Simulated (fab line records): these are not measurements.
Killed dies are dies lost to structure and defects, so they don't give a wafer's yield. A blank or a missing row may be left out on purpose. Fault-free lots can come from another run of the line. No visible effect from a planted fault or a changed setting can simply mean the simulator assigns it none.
The tool behind it: which one? / flow n5 finfet / 9 lots, 27 wafers sampled, at 4 steps of a route of 1938

== WHAT EACH GAUGE READ, for each wafer ==
N5_MOL_CONTACT_COAG_CD_MEAS_84: target cd 25.1 nm.
lot=L328; measured=day 5 08:50; on=cd sem-02; cd nm (nm)=25.04 25.12 24.74
lot=L329; measured=day 5 16:02; on=cd sem-02; cd nm (nm)=24.92 25.18 25.30
lot=L331; measured=day 6 04:17; on=cd sem-02; cd nm (nm)=25.08 25.06 24.93
lot=L332; measured=day 6 07:52; on=cd sem-03; cd nm (nm)=25.40 25.49 25.71
lot=L339; measured=day 8 01:23; on=cd sem-02; cd nm (nm)=25.16 24.96 25.26
lot=L338; measured=day 8 04:56; on=cd sem-03; cd nm (nm)=25.15 9.64 25.10
lot=L342; measured=day 8 21:37; on=cd sem-01; cd nm (nm)=25.45 25.62 25.80
lot=L343; measured=day 9 02:35; on=cd sem-01; cd nm (nm)=25.45 25.29 25.25
lot=L347; measured=day 10 01:30; on=cd sem-02; cd nm (nm)=25.30 25.11 25.28

== EACH LOT AND THE TOOL THAT RAN IT (in order: tool; ch and the chambers of the sampled wafers; start) ==
lot=L328; N5_MOL_CONTACT_COAG_PRE_CLEAN_141=pvd sputter-03, day 5 01:34; N5_MOL_CONTACT_COAG_PRE_CLEAN_142=pvd sputter-01, day 5 04:43; N5_MOL_CONTACT_COAG_EXPOSE_81=euv scanner-02 ch 0, day 5 08:43
lot=L329; N5_MOL_CONTACT_COAG_PRE_CLEAN_141=pvd sputter-03, day 5 09:06; N5_MOL_CONTACT_COAG_PRE_CLEAN_142=pvd sputter-02, day 5 12:14; N5_MOL_CONTACT_COAG_EXPOSE_81=euv scanner-02 ch 0, day 5 15:53
lot=L331; N5_MOL_CONTACT_COAG_PRE_CLEAN_141=pvd sputter-01, day 5 19:12; N5_MOL_CONTACT_COAG_PRE_CLEAN_142=pvd sputter-01, day 6 00:26; N5_MOL_CONTACT_COAG_EXPOSE_81=euv scanner-01 ch 0, day 6 04:08
lot=L332; N5_MOL_CONTACT_COAG_PRE_CLEAN_141=pvd sputter-01, day 6 01:04; N5_MOL_CONTACT_COAG_PRE_CLEAN_142=pvd sputter-03, day 6 04:04; N5_MOL_CONTACT_COAG_EXPOSE_81=euv scanner-01 ch 0, day 6 07:44
lot=L339; N5_MOL_CONTACT_COAG_PRE_CLEAN_141=pvd sputter-01, day 7 19:02; N5_MOL_CONTACT_COAG_PRE_CLEAN_142=pvd sputter-03, day 7 21:28; N5_MOL_CONTACT_COAG_EXPOSE_81=euv scanner-01 ch 0, day 8 01:15
lot=L338; N5_MOL_CONTACT_COAG_PRE_CLEAN_141=pvd sputter-01, day 7 22:08; N5_MOL_CONTACT_COAG_PRE_CLEAN_142=pvd sputter-02, day 8 00:42; N5_MOL_CONTACT_COAG_EXPOSE_81=euv scanner-02 ch 0, day 8 04:49
lot=L342; N5_MOL_CONTACT_COAG_PRE_CLEAN_141=pvd sputter-01, day 8 12:04; N5_MOL_CONTACT_COAG_PRE_CLEAN_142=pvd sputter-02, day 8 15:27; N5_MOL_CONTACT_COAG_EXPOSE_81=euv scanner-01 ch 0, day 8 21:29
lot=L343; N5_MOL_CONTACT_COAG_PRE_CLEAN_141=pvd sputter-03, day 8 19:54; N5_MOL_CONTACT_COAG_PRE_CLEAN_142=pvd sputter-02, day 8 22:47; N5_MOL_CONTACT_COAG_EXPOSE_81=euv scanner-01 ch 0, day 9 02:27
lot=L347; N5_MOL_CONTACT_COAG_PRE_CLEAN_141=pvd sputter-03, day 9 18:02; N5_MOL_CONTACT_COAG_PRE_CLEAN_142=pvd sputter-02, day 9 21:32; N5_MOL_CONTACT_COAG_EXPOSE_81=euv scanner-01 ch 0, day 10 01:22
- N5_MOL_CONTACT_COAG_PRE_CLEAN_141: time 60 s.
- N5_MOL_CONTACT_COAG_PRE_CLEAN_142: time 60 s.
- N5_MOL_CONTACT_COAG_EXPOSE_81: exposes mask VG, defocus 0 nm.

== THE ANSWER, worked out from the rows above alone ==
Rule: usual is defined by the lots themselves. The widest of any qualifying gaps counts: lots, ordered by their means at a reading, are off when they make up no more than a third of the lots, leave a main group of 4 or more, and stand apart from it by 3 or more times the standard deviation of that group's means. A main group whose means are all the same, to the digits that the tables above print for the reading, isn't used. A lot without any number at a reading at which 4 lots or more have one is off too. All remaining lots with rows at the step are treated as sound.
Off at N5_MOL_CONTACT_COAG_CD_MEAS_84 (cd nm): L338. For the main group the mean is 25.25 nm and the standard deviation 0.22.
If a tool, at a process step before that reading, ran all the lots that are off and no sound lot after the first of them, it fits. Gauges at N5_MOL_CONTACT_COAG_CD_MEAS_84: tried the same way as those tools. Undecided on this evidence; 2 tools fit (euv scanner-02 at N5_MOL_CONTACT_COAG_EXPOSE_81, cd sem-03 at N5_MOL_CONTACT_COAG_CD_MEAS_84).

== WHAT WAS PUT IN BY THE SIMULATOR ==
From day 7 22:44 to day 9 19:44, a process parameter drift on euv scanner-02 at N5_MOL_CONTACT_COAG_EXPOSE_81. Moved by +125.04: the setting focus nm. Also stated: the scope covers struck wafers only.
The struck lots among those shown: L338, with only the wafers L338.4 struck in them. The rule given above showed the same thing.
